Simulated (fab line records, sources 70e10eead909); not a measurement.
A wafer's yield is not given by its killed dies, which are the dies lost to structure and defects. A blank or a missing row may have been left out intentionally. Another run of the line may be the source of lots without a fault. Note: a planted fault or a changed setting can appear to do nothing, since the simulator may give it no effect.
Chamber matching / flow nand-harc / rie-diel-03 running NHARC_A_STAIRCASE_DESCUM_291: 4 sister chambers
The step chemistry O2, time 3 s. 4 wafers are shown with their chamber, then 7 later ones without.

## WAFERS PAIRED WITH THEIR CHAMBERS
wafer=L077.6; chamber=1; showerhead-plenum-p-Torr (Torr)=1.82
wafer=L081.6; chamber=3; showerhead-plenum-p-Torr (Torr)=1.80
wafer=L080.2; chamber=2; showerhead-plenum-p-Torr (Torr)=1.95
wafer=L080.3; chamber=0; showerhead-plenum-p-Torr (Torr)=1.83

## WAFERS WITH NO CHAMBER GIVEN
wafer=L080.6; showerhead-plenum-p-Torr (Torr)=1.82
wafer=L088.1; showerhead-plenum-p-Torr (Torr)=1.83
wafer=L088.2; showerhead-plenum-p-Torr (Torr)=1.94
wafer=L088.4; showerhead-plenum-p-Torr (Torr)=1.81
wafer=L092.1; showerhead-plenum-p-Torr (Torr)=1.94
wafer=L092.4; showerhead-plenum-p-Torr (Torr)=1.81
wafer=L092.5; showerhead-plenum-p-Torr (Torr)=1.94

## WHICH CHAMBER EACH ONE RAN IN
wafer=L080.6; from the rows above=can't be placed: 1 or 0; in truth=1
wafer=L088.1; from the rows above=can't be placed: 0 or 1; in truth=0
wafer=L088.2; from the rows above=2; in truth=2
wafer=L088.4; from the rows above=can't be placed: 1 or 3 or 0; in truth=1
wafer=L092.1; from the rows above=2; in truth=2
wafer=L092.4; from the rows above=can't be placed: 1 or 3 or 0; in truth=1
wafer=L092.5; from the rows above=2; in truth=2
Placed correctly: 3 of 7. Can't be placed from these rows: 4 (the true chamber is among the candidates in 4). Number placed wrongly: 0.
How it was worked out, from the rows above alone: a wafer's distance from a chamber is the root of the sum, over the readings, of the square of ((its reading less the chamber's mean) divided by the reading's scatter). If the next closest chamber is less than 2 further off than the closest, the wafer can't be placed; otherwise it belongs to the closest. For every chamber, the mean is computed from those of its wafers that are shown. The scatter: root of mean squared gap, hidden wafer to nearest shown wafer, with one shown wafer a chamber.
